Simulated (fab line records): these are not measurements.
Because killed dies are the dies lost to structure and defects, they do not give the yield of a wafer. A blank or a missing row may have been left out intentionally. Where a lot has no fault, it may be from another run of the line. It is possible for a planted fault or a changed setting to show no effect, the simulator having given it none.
Which tool was responsible? -- flow nandHarc -- 6 lots, 18 wafers sampled, at 4 steps of a route of 1159

## WHAT THE GAUGES READ, wafer by wafer
NHARC_P_GATE_CD_MEAS_26 targets a cd of 120 nm.
lot,measured,on,cdNm (nm)
L135,day 6 07:57,cdSem-02,119.6 120.1 119.4
L140,day 6 10:59,cdSem-02,120.6 121.2 120.7
L142,day 6 11:08,cdSem-03,120.2 120.6 120.5
L145,day 7 20:53,cdSem-03,120.2 118.9 120.5
L151,day 8 22:44,cdSem-01,121.3 117.6 121.2
L154,day 9 15:38,cdSem-01,116.9 120.0 120.4

## TOOL THAT RAN EACH LOT (tool first, then ch and the chambers of the sampled wafers, then the start)
lot,NHARC_P_ZERO_WELL_DESCUM_39,NHARC_P_ZERO_WELL_RTA_42,NHARC_P_GATE_PEB_24
L135,"rieDiel-03 ch 0,3, day 1 22:31","rtpAnneal-01 ch 0, day 2 01:02","lithoTrack-01 ch 0, day 6 07:52"
L140,"rieDiel-09 ch 0,1,2, day 3 04:19","rtpAnneal-02 ch 0, day 3 07:14","lithoTrack-06 ch 0, day 6 10:55"
L142,"rieDiel-03 ch 0,2,3, day 3 16:01","rtpAnneal-01 ch 0, day 3 18:37","lithoTrack-04 ch 0, day 6 11:04"
L145,"rieDiel-10 ch 0,1,3, day 4 10:26","rtpAnneal-02 ch 0, day 4 13:04","lithoTrack-04 ch 0, day 7 20:49"
L151,"rieDiel-10 ch 0,3, day 5 22:17","rtpAnneal-02 ch 0, day 6 01:14","lithoTrack-04 ch 0, day 8 22:39"
L154,"rieDiel-09 ch 2,3, day 6 16:16","rtpAnneal-02 ch 0, day 6 18:44","lithoTrack-04 ch 0, day 9 15:34"
- NHARC_P_ZERO_WELL_DESCUM_39: chemistry O2, time 3 s.
- NHARC_P_ZERO_WELL_RTA_42: time 300 s.
- NHARC_P_GATE_PEB_24: peb time 65 s.

## THE ANSWER, worked out from the rows above alone
Rule: the usual values come from the lots themselves. Put in order of their means at a reading, lots are off if they are a third of the lots or fewer, leave a main group of 4 or more, and stand apart from it by a gap of 3 or more times the standard deviation of the main group's means; of several such gaps the widest counts. A main group is skipped when, at the precision printed for the reading in the tables above, its means are all equal. Also off: a lot with no number at a reading for which 4 or more lots have one. Where the step has rows for the other lots, those lots are counted as sound.
None of the lots is off at any reading shown; this tells nothing.

## WHAT HAD BEEN PUT IN BY THE SIMULATOR
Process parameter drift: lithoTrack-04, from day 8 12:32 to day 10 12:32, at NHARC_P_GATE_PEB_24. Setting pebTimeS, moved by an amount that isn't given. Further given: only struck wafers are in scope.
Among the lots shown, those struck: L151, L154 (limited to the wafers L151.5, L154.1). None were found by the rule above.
